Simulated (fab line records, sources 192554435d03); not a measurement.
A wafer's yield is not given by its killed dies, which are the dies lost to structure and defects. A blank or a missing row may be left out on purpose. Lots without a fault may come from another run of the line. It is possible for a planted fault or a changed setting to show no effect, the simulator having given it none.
Matching of chambers | flow n5-finfet | N5_BEOL_M1_PRE_CLEAN_60 on cvd-co-01 has 3 sister chambers
The step time 15 s. 20 wafers are shown with their chamber, then 10 later ones without.

== WAFERS PAIRED WITH THEIR CHAMBERS ==
wafer  | chamber | heater-power-w (W)
L074.1 | 1       | 90
L074.2 | 2       | 77
L074.3 | 0       | 81
L074.4 | 0       | 81
L074.5 | 2       | 75
L074.6 | 1       | 90
L075.3 | 0       | 78
L075.4 | 1       | 88
L075.6 | 0       | 81
L079.1 | 0       | 81
L079.2 | 1       | 90
L079.5 | 2       | 75
L080.1 | 2       | 76
L080.2 | 1       | 89
L080.3 | 0       | 81
L080.4 | 2       | 76
L080.5 | 1       | 89
L080.6 | 0       | 81
L082.1 | 0       | 82
L082.2 | 2       | 78

SIGNATURES (means of the wafers above)
reading        | chamber 0 | chamber 1 | chamber 2 | scatter within a chamber
heater-power-w | 80.75     | 89.33     | 76.17     | 1.08
Rule: for a wafer and a chamber, the distance is found by dividing, reading by reading, the gap between the wafer's reading and the chamber's mean by the reading's scatter, squaring, summing and taking the root. The wafer belongs to the nearest chamber; if the next one is less than 2 further off, it can't be placed. The scatter is the square root of a quotient: the sum, over the shown wafers, of each reading's squared deviation from its chamber's mean, divided by wafers minus chambers.

== WAFERS MISSING THEIR CHAMBER ==
wafer  | heater-power-w (W)
L082.3 | 93
L090.3 | 75
L090.4 | 92
L090.6 | 78
L092.1 | 76
L092.4 | 81
L092.6 | 89
L095.1 | 76
L095.3 | 89
L095.5 | 75

== EACH ONE'S CHAMBER ==
wafer  | from the rows above     | in truth
L082.3 | 1                       | 1
L090.3 | 2                       | 2
L090.4 | 1                       | 1
L090.6 | can't be placed: 2 or 0 | 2
L092.1 | 2                       | 2
L092.4 | 0                       | 0
L092.6 | 1                       | 1
L095.1 | 2                       | 2
L095.3 | 1                       | 1
L095.5 | 2                       | 2
9 of 10 placed correctly. Can't be placed from these rows: 1 (the true chamber is among the candidates in 1). Number placed wrongly: 0.
